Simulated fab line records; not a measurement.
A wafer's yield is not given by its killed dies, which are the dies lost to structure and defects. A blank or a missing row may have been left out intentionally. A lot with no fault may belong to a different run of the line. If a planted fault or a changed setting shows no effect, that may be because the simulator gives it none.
Chamber matching ; flow nandHarc ; NHARC_A_CONTACT_ETCH_75 on rieDiel-11: 4 sister chambers
The step etches the open film in CF4, target depth 39 nm, time 65 s. 16 wafers are shown with their chamber, then 8 later ones without.

== WAFERS PAIRED WITH THEIR CHAMBERS ==
wafer;chamber;showerheadPlenumPTorr (Torr);biasW (W);rfVppV (V)
L155.1;1;1.82;99.8;150.6
L155.5;1;1.82;100.0;151.7
L155.6;0;1.71;100.2;151.1
L157.3;1;1.82;99.5;150.9
L157.5;0;1.71;99.7;151.1
L157.6;1;1.82;99.8;151.3
L156.3;2;1.73;99.8;151.3
L156.4;3;1.85;99.9;150.1
L156.5;1;1.82;99.9;152.6
L158.1;2;1.73;100.2;150.9
L158.5;0;1.71;100.1;150.7
L158.6;1;1.82;100.0;152.1
L163.1;2;1.72;100.3;150.9
L163.2;0;1.71;100.3;151.5
L163.6;0;1.71;100.3;151.1
L162.1;3;1.85;100.3;151.5

SIGNATURES, as means of the wafers listed above
reading;chamber 0;chamber 1;chamber 2;chamber 3;scatter within a chamber
showerheadPlenumPTorr;1.7100;1.8200;1.7267;1.8500;0.00236
biasW;100.120;99.833;100.100;100.100;0.231
rfVppV;151.100;151.533;151.033;150.800;0.593
Rule: a wafer lies at a distance from a chamber equal to the root of the sum of squares, over the readings, of (its reading less the chamber's mean, divided by the reading's scatter). If the next closest chamber is less than 2 further off than the closest, the wafer can't be placed; otherwise it belongs to the closest. The scatter: the root of (the sum of the squares of (reading less its chamber's mean) over the shown wafers, divided by (wafers less chambers)).

== WAFERS WITH NO CHAMBER GIVEN ==
wafer;showerheadPlenumPTorr (Torr);biasW (W);rfVppV (V)
L162.2;1.72;100.4;150.1
L162.4;1.82;100.5;150.9
L172.1;1.72;100.2;150.7
L172.5;1.70;100.4;151.7
L174.3;1.81;100.6;151.3
L174.6;1.85;99.3;154.0
L175.5;1.72;100.2;150.8
L175.6;1.84;100.3;152.1

== WHICH CHAMBER EACH WENT THROUGH ==
wafer;from the rows above;in truth
L162.2;can't be placed: 2 or 0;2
L162.4;1;1
L172.1;can't be placed: 2 or 0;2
L172.5;0;0
L174.3;1;1
L174.6;3;3
L175.5;can't be placed: 2 or 0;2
L175.6;3;3
Placed correctly: 5 of 8. From these rows, 3 cannot be placed; in 3 the true chamber is one of the candidates. Number placed wrongly: 0.
